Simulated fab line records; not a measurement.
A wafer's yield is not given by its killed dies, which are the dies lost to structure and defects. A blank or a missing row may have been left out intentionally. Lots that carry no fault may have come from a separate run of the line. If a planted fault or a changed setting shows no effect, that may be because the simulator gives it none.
Chamber matching / flow n5Finfet / N5_BEOL_M1_ETCH_63 on rieDiel-06: 4 sister chambers
The step etches SiARC in CF4, target depth 15.6 nm, time 26 s. 4 wafers are shown with their chamber, then 8 later ones without.

## WAFERS, EACH WITH ITS CHAMBER
wafer=L085.4; chamber=2; showerheadPlenumPTorr (Torr)=2.10
wafer=L086.2; chamber=1; showerheadPlenumPTorr (Torr)=2.26
wafer=L086.4; chamber=0; showerheadPlenumPTorr (Torr)=2.04
wafer=L087.1; chamber=3; showerheadPlenumPTorr (Torr)=1.99

## WAFERS WITHOUT THEIR CHAMBER
wafer=L087.2; showerheadPlenumPTorr (Torr)=2.04
wafer=L087.3; showerheadPlenumPTorr (Torr)=2.26
wafer=L089.1; showerheadPlenumPTorr (Torr)=2.04
wafer=L089.3; showerheadPlenumPTorr (Torr)=1.99
wafer=L089.4; showerheadPlenumPTorr (Torr)=1.99
wafer=L094.1; showerheadPlenumPTorr (Torr)=2.10
wafer=L094.2; showerheadPlenumPTorr (Torr)=2.25
wafer=L094.3; showerheadPlenumPTorr (Torr)=2.04

## EACH ONE'S CHAMBER
wafer=L087.2; from the rows above=0; in truth=0
wafer=L087.3; from the rows above=1; in truth=1
wafer=L089.1; from the rows above=0; in truth=0
wafer=L089.3; from the rows above=3; in truth=3
wafer=L089.4; from the rows above=3; in truth=3
wafer=L094.1; from the rows above=2; in truth=2
wafer=L094.2; from the rows above=1; in truth=1
wafer=L094.3; from the rows above=0; in truth=0
Correct placement for 8 of the 8. Not placeable from these rows: 0. Number placed wrongly: 0.
How it was worked out, from the rows above alone: a wafer's distance from a chamber is the root of the sum, over the readings, of the square of ((its reading less the chamber's mean) divided by the reading's scatter). The wafer belongs to the nearest chamber; if the next one is less than 2 further off, it can't be placed. For every chamber, the mean is computed from those of its wafers that are shown. The scatter (one wafer shown for each chamber): square how far every hidden wafer sits from the nearest shown wafer, average those squares and take the square root.
